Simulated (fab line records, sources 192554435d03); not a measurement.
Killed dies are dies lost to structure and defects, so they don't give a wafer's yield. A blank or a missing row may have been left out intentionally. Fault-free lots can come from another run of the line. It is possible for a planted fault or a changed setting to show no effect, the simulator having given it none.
Which tool was responsible? | flow n5 finfet | Sampling: 10 lots, 30 wafers, 5 of 1938 route steps

WHAT THE GAUGES SHOWED, per wafer
No reading from a measuring or inspecting step in the record can be judged against a usual standard deviation.

WHAT TOOL EACH LOT RAN ON (gives the tool, then ch and the chambers of the sampled wafers, and finally the start)
lot  | N5_BEOL_M3_STRIP_36                | N5_MIM_TOP_LITHO_DESCUM_10         | N5_MIM_TOP_ETCH_STRIP_01           | N5_MIM_BOT_ETCH_ETCH_00           | N5_PASSIVATION_PROBE_49
L374 | rie diel-04 ch 2,3, day 7 12:38    | rie diel-06 ch 2,3, day 12 05:31   | rie diel-04 ch 1,2,3, day 12 05:45 | rie metal-01 ch 0,1, day 12 06:40 | -
L375 | rie diel-05 ch 0,1,3, day 8 07:52  | rie diel-03 ch 0,3, day 12 15:22   | rie diel-01 ch 0,3, day 12 15:37   | rie metal-03 ch 0, day 12 16:31   | -
L381 | rie diel-04 ch 2,3, day 9 16:50    | rie diel-02 ch 1,3, day 14 02:36   | rie diel-04 ch 0,2,3, day 14 02:49 | rie metal-03 ch 0,1, day 14 03:34 | prober-01, day 14 13:34
L382 | rie diel-04 ch 1,2,3, day 9 21:35  | rie diel-06 ch 1,2,3, day 15 03:37 | rie diel-01 ch 0,1,2, day 15 03:52 | rie metal-02 ch 0,1, day 15 04:46 | prober-01, day 15 14:53
L383 | rie diel-04 ch 1,3, day 10 06:25   | rie diel-02 ch 1,2,3, day 15 10:30 | rie diel-04 ch 1,2, day 15 10:44   | rie metal-01 ch 0,1, day 15 11:37 | prober-02, day 15 20:36
L387 | rie diel-01 ch 0,3, day 11 00:13   | rie diel-06 ch 1,3, day 15 15:38   | rie diel-05 ch 0,1,2, day 15 15:52 | rie metal-01 ch 0,1, day 15 16:44 | -
L388 | rie diel-01 ch 0,1,3, day 11 08:41 | rie diel-03 ch 2,3, day 15 15:49   | rie diel-04 ch 1,2,3, day 15 16:02 | rie metal-03 ch 1, day 15 16:47   | -
L391 | rie diel-05 ch 1,2,3, day 11 22:44 | rie diel-03 ch 0,1,2, day 16 18:51 | rie diel-01 ch 0,1,2, day 16 19:05 | rie metal-02 ch 0,1, day 16 19:51 | -
L392 | rie diel-05 ch 0,1,3, day 12 02:43 | rie diel-03 ch 0,2,3, day 17 07:04 | rie diel-05 ch 0,2,3, day 17 07:18 | rie metal-03 ch 0,1, day 17 08:17 | -
L396 | rie diel-01 ch 0, day 12 23:32     | rie diel-03 ch 1,3, day 17 22:01   | rie diel-05 ch 0,1,3, day 17 22:14 | rie metal-01 ch 0,1, day 17 23:07 | -
- N5_BEOL_M3_STRIP_36: strips in N2/H2.
- N5_MIM_TOP_LITHO_DESCUM_10: chemistry O2, time 7.9 s.
- N5_MIM_TOP_ETCH_STRIP_01: strips in O2.
- N5_MIM_BOT_ETCH_ETCH_00: etches TiN in Cl2/BCl3, target depth 45.5 nm.
- N5_PASSIVATION_PROBE_49

AS READ BY THE TOOLS THEMSELVES (means over the sampled wafers that have a number; for cases with no such wafer, the mark the record gives instead)
N5_BEOL_M3_STRIP_36. Usual: drypump motor current A 5.7 A, standard deviation 0.34; oes product au 0.79 a.u., standard deviation 0.095; rf vpp V 58.9 V, standard deviation 1.4; showerhead plenum p Torr 2.55 Torr, standard deviation 0.068; throttle valve pct 23.52 %, standard deviation 0.22.
lot  | tool        | drypump motor current A (A) | oes product au (a.u.) | rf vpp V (V) | showerhead plenum p Torr (Torr) | throttle valve pct (%) | flag
L374 | rie diel-04 | 6.1                         | 0.84                  | 58.6         | 2.53                            | 23.38                  |
L375 | rie diel-05 | 5.4                         | 0.78                  | 57.2         | 2.59                            | 23.44                  |
L381 | rie diel-04 | 6.0                         | 0.95                  | 59.5         | 2.57                            | 23.44                  |
L382 | rie diel-04 | 6.1                         | 0.83                  | 59.3         | 2.57                            | 23.47                  |
L383 | rie diel-04 | 6.0                         | 0.86                  | 59.9         | 2.60                            | 23.62                  |
L387 | rie diel-01 | 5.4                         | 0.77                  | 57.2         | 2.51                            | 23.50                  |
L388 | rie diel-01 | 5.5                         | 0.74                  | 58.1         | 2.50                            | 23.49                  |
L391 | rie diel-05 | 5.6                         | 0.70                  | 58.1         | 2.51                            | 23.50                  |
L392 | rie diel-05 | 5.4                         | 0.74                  | 58.7         | 2.57                            | 23.48                  |
L396 | rie diel-01 | 5.3                         | 0.79                  | 59.0         | 2.54                            | 23.50                  |

N5_MIM_TOP_LITHO_DESCUM_10. Usual: drypump motor current A 5.7 A, standard deviation 0.5; oes product au 0.77 a.u., standard deviation 0.045; rf vpp V 243.0 V, standard deviation 1.2; showerhead plenum p Torr 2.09 Torr, standard deviation 0.063; throttle valve pct 20.39 %, standard deviation 0.25.
lot  | tool        | drypump motor current A (A) | oes product au (a.u.) | rf vpp V (V) | showerhead plenum p Torr (Torr) | throttle valve pct (%) | flag
L374 | rie diel-06 | 6.2                         | 0.77                  | 242.4        | 2.07                            | 20.57                  |
L375 | rie diel-03 | 5.8                         | 0.76                  | 243.8        | 2.12                            | 20.14                  |
L381 | rie diel-02 | 5.2                         | 0.78                  | 243.0        | 2.07                            | 20.50                  |
L382 | rie diel-06 | 5.6                         | 0.73                  | 241.9        | 2.04                            | 20.65                  |
L383 | rie diel-02 | 5.2                         | 0.78                  | 241.8        | 2.07                            | 20.61                  |
L387 | rie diel-06 | 6.0                         | 0.72                  | 243.3        | 2.07                            | 20.75                  |
L388 | rie diel-03 | 5.7                         | 0.77                  | 243.6        | 2.10                            | 20.15                  |
L391 | rie diel-03 | 5.7                         | 0.80                  | 244.5        | 2.14                            | 20.17                  |
L392 | rie diel-03 | 5.7                         | 0.75                  | 243.5        | 2.12                            | 20.15                  |
L396 | rie diel-03 | 6.1                         | 0.75                  | 243.4        | 2.09                            | 20.29                  |

N5_MIM_TOP_ETCH_STRIP_01. Usual: drypump motor current A 5.7 A, standard deviation 0.33; oes product au 0.83 a.u., standard deviation 0.094; rf vpp V 3.7 V, standard deviation 1.2; showerhead plenum p Torr 2.10 Torr, standard deviation 0.057; throttle valve pct 16.53 %, standard deviation 0.15.
lot  | tool        | drypump motor current A (A) | oes product au (a.u.) | rf vpp V (V) | showerhead plenum p Torr (Torr) | throttle valve pct (%) | flag
L374 | rie diel-04 | 6.1                         | 0.80                  | 5.5          | 2.11                            | 16.55                  |
L375 | rie diel-01 | 5.4                         | 0.76                  | 4.0          | 2.07                            | 16.62                  |
L381 | rie diel-04 | 5.9                         | 0.85                  | 3.8          | 2.10                            | 16.38                  |
L382 | rie diel-01 | 5.4                         | 0.79                  | 3.4          | 2.08                            | 16.74                  |
L383 | rie diel-04 | 6.2                         | 0.85                  | 4.2          | 2.08                            | 16.34                  |
L387 | rie diel-05 | 5.5                         | 0.84                  | 3.9          | 2.13                            | 16.55                  |
L388 | rie diel-04 | 6.1                         | 0.86                  | 4.0          | 2.10                            | 16.43                  |
L391 | rie diel-01 | 5.4                         | 0.77                  | 3.9          | 2.07                            | 16.76                  |
L392 | rie diel-05 | 5.6                         | 0.89                  | 4.4          | 2.12                            | 16.51                  |
L396 | rie diel-05 | 5.4                         | 0.81                  | 3.4          | 2.13                            | 16.54                  |

N5_MIM_BOT_ETCH_ETCH_00. Usual: drypump motor current A 5.6 A, standard deviation 0.58; oes product au 0.78 a.u., standard deviation 0.099; throttle valve pct 21.89 %, standard deviation 0.19.
lot  | tool         | drypump motor current A (A) | oes product au (a.u.) | throttle valve pct (%) | flag
L374 | rie metal-01 | 5.9                         | 0.71                  | 22.08                  |
L375 | rie metal-03 | 4.6                         | 0.77                  | 22.08                  |
L381 | rie metal-03 | 5.5                         | 0.70                  | 21.79                  |
L382 | rie metal-02 | 5.7                         | 0.80                  | 21.98                  |
L383 | rie metal-01 | 6.1                         | 0.87                  | 21.81                  |
L387 | rie metal-01 | 6.0                         | 0.87                  | 21.81                  |
L388 | rie metal-03 | 5.9                         | 0.67                  | 21.63                  |
L391 | rie metal-02 | 5.8                         | 0.80                  | 21.98                  |
L392 | rie metal-03 | 5.0                         | 0.72                  | 21.94                  |
L396 | rie metal-01 | 5.9                         | 0.90                  | 21.73                  |

N5_PASSIVATION_PROBE_49. Usual: defect limited yield 91.0 %, standard deviation 1.5; killed_at_M0_to_M3 33, standard deviation 9.4; killed_at_M4_up 14, standard deviation 4.8; killed at contacts 13, standard deviation 7.3; killed at front end 43, standard deviation 13; killed at other 3.6, standard deviation 2.9; killed dies 106, standard deviation 18; killed on rim 14, standard deviation 4.2; killed open 69, standard deviation 13; killed short 35, standard deviation 8.2; sort_bin_5_function 5.3 %, standard deviation 1; sort_bin_6_memory 3.3 %, standard deviation 0.68; sort_bin_8_speed 0.01 %, standard deviation 0.027; sort n pass 1074, standard deviation 18; sort yield pct 91.0 %, standard deviation 1.5.
lot  | tool      | defect limited yield (%) | killed_at_M0_to_M3 | killed_at_M4_up | killed at contacts | killed at front end | killed at other | killed dies | killed on rim | killed open | killed short | sort_bin_5_function (%) | sort_bin_6_memory (%) | sort_bin_8_speed (%) | sort n pass | sort yield pct (%) | flag
L381 | prober-01 | 83.7                     | 126                | 14              | 10                 | 38                  | 4.3             | 193         | 25            | 58          | 36           | 9.4                     | 4.0                   | 0.00                 | 987         | 83.7               | OFF
L382 | prober-01 | 75.1                     | 219                | 10              | 9                  | 54                  | 1.7             | 294         | 50            | 70          | 36           | 17.5                    | 4.3                   | 0.00                 | 886         | 75.1               | OFF
L383 | prober-02 | 84.7                     | 117                | 14              | 13                 | 35                  | 2.0             | 180         | 28            | 69          | 21           | 9.2                     | 3.5                   | 0.00                 | 1000        | 84.7               | OFF

THE ANSWER, worked out from the rows above alone
Rule: a lot counts as off when the mean over its wafers that have a number is more than 3 standard deviations away from the usual mean. A lot without any number at a reading at which 4 lots or more have one is off too. Where the step has rows for the other lots, those lots are counted as sound. Order of review: gauges by route order, followed by the tools' own readings, for which a lot's mean as printed above is used. At the first step where some lot is off, the reading lying furthest off is the one used; lots without a number count as furthest.
Off: L381, L382, L383 (N5_PASSIVATION_PROBE_49, killed_at_M0_to_M3). Neither off nor sound, because the step has no rows for them: L374, L375, L387, L388, L391, L392, L396.
If a tool, at that step or one of the process steps before it, ran each lot that is off and ran no sound lot following the first of them, it fits. One candidate fits, namely rie diel-04 at N5_BEOL_M3_STRIP_36. It ran no sound lot before its first lot that is off in this sample, so the start can't be narrowed down.

WHAT WAS PUT IN BY THE SIMULATOR
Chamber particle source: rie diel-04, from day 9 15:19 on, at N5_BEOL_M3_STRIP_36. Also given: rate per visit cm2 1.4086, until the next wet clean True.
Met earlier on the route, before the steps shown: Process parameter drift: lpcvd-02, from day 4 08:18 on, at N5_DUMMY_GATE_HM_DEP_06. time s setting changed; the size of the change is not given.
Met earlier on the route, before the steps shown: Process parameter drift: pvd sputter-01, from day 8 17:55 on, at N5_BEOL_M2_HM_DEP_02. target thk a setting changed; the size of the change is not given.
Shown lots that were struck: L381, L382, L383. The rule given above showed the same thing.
